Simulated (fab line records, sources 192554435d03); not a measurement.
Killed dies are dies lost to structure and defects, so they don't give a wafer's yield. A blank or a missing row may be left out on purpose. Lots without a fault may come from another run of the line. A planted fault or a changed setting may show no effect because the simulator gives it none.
Split-lot experiment | flow n5_finfet | 7 lots, 39 wafers read, on a route of 1938 steps

THE SPLIT
At N5_BEOL_M5_TRENCH_ETCH_37 (etches SiCOH lowk in C4F6/O2, target depth 71.652 nm, time 24.7 s), the setting target_depth_a was moved away from the recipe's 716.52 angstrom on 9 of the 39 wafers read, by -53.9% to +56.6%. The other wafers ran this setting at the recipe's value.

FROM THE SPLIT TO THE READING: what the file shows between them, 13 steps
- N5_BEOL_M5_ETCH_41: etches SiCN in CH3F/O2, target depth 31.5 nm, time 56.7 s
- N5_BEOL_M5_STRIP_91: strips in N2/H2, time 10 s
- N5_BEOL_M5_OCD_MEAS_38
- N5_BEOL_M5_HM_STRIP_39: strips TiN in peroxide tin strip, target depth 25 nm, time 158 s
- N5_BEOL_M5_SRD_40: time 30 s
- N5_BEOL_M5_ECD_50: material Cu, target thk 300 nm
- N5_BEOL_M5_ANNEAL_51: time 90 s
- N5_BEOL_M5_CMP_52: polishes, stops on SiCOH lowk, t overpolish 6.9 s, target thk 62 nm
- N5_BEOL_M5_THK_MEAS_53: measures by xrf
- N5_BEOL_M5_PRE_CLEAN_77: time 15 s
- N5_BEOL_M5_CO_CAP_78: material Co, precursor CCTBA/H2, target thk 2 nm, time 102.1 s
- N5_BEOL_M5_PRE_CLEAN_55: time 15 s
- N5_BEOL_M5_DEP_56: deposits SiCN from 3MS/NH3, target thk 8 nm, time 14 s

THE READING
M5_RS, in ohm/sq, at N5_BEOL_M5_RS_MEAS_57 (measures by four-point-probe). Fault-free wafers of this fab line usually give 0.386 ohm/sq, standard deviation 0.013 ohm/sq.

wafer  | tool, chamber at the split | target_depth_a as run, angstrom | against the recipe | M5_RS, ohm/sq | against lot-mates on the recipe
L076.1 | rie_diel-01, 0             | 330.1                           | -53.9%             | 1.476         | +1.086
L076.2 | rie_diel-01, 3             | 330.1                           | -53.9%             | 1.344         | +0.954
L076.3 | rie_diel-01, 2             | 330.1                           | -53.9%             | 1.196         | +0.806
L076.4 | rie_diel-01, 1             | 716.52                          | recipe             | 0.405         | -
L076.5 | rie_diel-01, 1             | 716.52                          | recipe             | 0.386         | -
L076.6 | rie_diel-01, 2             | 716.52                          | recipe             | 0.380         | -
L079.1 | rie_diel-01, 1             | 716.52                          | recipe             | 0.400         | -
L079.2 | rie_diel-01, 0             | 716.52                          | recipe             | 0.398         | -
L079.3 | rie_diel-01, 3             | 716.52                          | recipe             | 0.376         | -
L079.4 | rie_diel-01, 2             | 716.52                          | recipe             | 0.364         | -
L079.5 | rie_diel-01, 3             | 716.52                          | recipe             | 0.393         | -
L079.6 | rie_diel-01, 2             | 716.52                          | recipe             | 0.380         | -
L084.1 | rie_diel-03, 2             | 383.1                           | -46.5%             | 0.965         | +0.585
L084.2 | rie_diel-03, 3             | 383.1                           | -46.5%             | 0.979         | +0.599
L084.3 | rie_diel-03, 0             | 716.52                          | recipe             | 0.389         | -
L084.4 | rie_diel-03, 1             | 383.1                           | -46.5%             | 1.029         | +0.649
L084.5 | rie_diel-03, 1             | 716.52                          | recipe             | 0.379         | -
L084.6 | rie_diel-03, 2             | 716.52                          | recipe             | 0.373         | -
L087.2 | rie_diel-02, 2             | 716.52                          | recipe             | 0.397         | -
L087.4 | rie_diel-02, 3             | 716.52                          | recipe             | 0.382         | -
L087.5 | rie_diel-02, 0             | 716.52                          | recipe             | 0.404         | -
L091.1 | rie_diel-03, 3             | 716.52                          | recipe             | 0.368         | -
L091.2 | rie_diel-03, 2             | 716.52                          | recipe             | 0.379         | -
L091.3 | rie_diel-03, 1             | 716.52                          | recipe             | 0.374         | -
L091.4 | rie_diel-03, 3             | 716.52                          | recipe             | 0.387         | -
L091.5 | rie_diel-03, 1             | 716.52                          | recipe             | 0.365         | -
L091.6 | rie_diel-03, 2             | 716.52                          | recipe             | 0.382         | -
L092.1 | rie_diel-03, 2             | 1122                            | +56.6%             | 0.211         | -0.171
L092.2 | rie_diel-03, 3             | 1122                            | +56.6%             | 0.205         | -0.177
L092.3 | rie_diel-03, 1             | 1122                            | +56.6%             | 0.210         | -0.172
L092.4 | rie_diel-03, 0             | 716.52                          | recipe             | 0.392         | -
L092.5 | rie_diel-03, 2             | 716.52                          | recipe             | 0.388         | -
L092.6 | rie_diel-03, 3             | 716.52                          | recipe             | 0.367         | -
L097.1 | rie_diel-01, 3             | 716.52                          | recipe             | 0.381         | -
L097.2 | rie_diel-01, 1             | 716.52                          | recipe             | 0.366         | -
L097.3 | rie_diel-01, 2             | 716.52                          | recipe             | 0.388         | -
L097.4 | rie_diel-01, 0             | 716.52                          | recipe             | 0.406         | -
L097.5 | rie_diel-01, 2             | 716.52                          | recipe             | 0.382         | -
L097.6 | rie_diel-01, 1             | 716.52                          | recipe             | 0.384         | -

THE FIT
A straight line over all 39 wafers: M5_RS changes by -0.0105 ohm/sq for each +1% of target_depth_a; r = -0.87; the points scatter about the line by 0.15 ohm/sq.
The same after taking each lot's own level away (the mean of its wafers on the recipe; 39 wafers): -0.0104 ohm/sq for each +1%; r = -0.87; scatter 0.15 ohm/sq.
On that fit, the largest move of target_depth_a shifts the reading by 0.59 ohm/sq.
The lots' own levels span 0.3758 to 0.3943 ohm/sq, that is 1.4 times the standard deviation above.
So the lot-to-lot level changes the slope little: the two slopes agree.
Check: with one of the wafers moved furthest among these (+56.6%) left out of the fit, the line predicts -0.591 ohm/sq for it against its lot-mates. It came out at -0.171 ohm/sq against them.

THE WHOLE CHAIN: every reading that the file lists as answering this split, in the file's order
step                      | what it does                                                        | reading                                                                          | change (the file's fit)                | r (the file's)
N5_BEOL_M5_TRENCH_ETCH_37 | etches SiCOH lowk in C4F6/O2, target depth 71.652 nm, time 24.7 s   | BEOL_M5.feature_depth_nm (the simulator's own value, which no gauge read)        | +0.713 nm for each +1% of the setting  | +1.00
N5_BEOL_M5_TRENCH_ETCH_37 | etches SiCOH lowk in C4F6/O2, target depth 71.652 nm, time 24.7 s   | etch.depth_nm (the simulator's own value, which no gauge read)                   | +0.712 nm for each +1% of the setting  | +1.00
N5_BEOL_M5_TRENCH_ETCH_37 | etches SiCOH lowk in C4F6/O2, target depth 71.652 nm, time 24.7 s   | TiN_of_BEOL_M5_HM_DEP_02.thk_nm (the simulator's own value, which no gauge read) | -0.0212 nm for each +1% of the setting | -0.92
N5_BEOL_M5_OCD_MEAS_38    |                                                                     | trench_depth_nm                                                                  | +0.711 nm for each +1% of the setting  | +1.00
N5_BEOL_M5_CMP_52         | polishes, stops on SiCOH lowk, t overpolish 6.9 s, target thk 62 nm | Cu_of_BEOL_M5_ECD_50.thk_nm (the simulator's own value, which no gauge read)     | +0.721 nm for each +1% of the setting  | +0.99
N5_BEOL_M5_THK_MEAS_53    | measures by xrf                                                     | M5_THK                                                                           | +0.735 for each +1% of the setting     | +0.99
N5_BEOL_M5_RS_MEAS_57     | measures by four-point-probe                                        | M5_RS                                                                            | -0.0108 for each +1% of the setting    | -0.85

THE FILE'S OWN FIT
M5_RS changes by -0.0108 ohm/sq for each +1% of target_depth_a, r = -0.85.
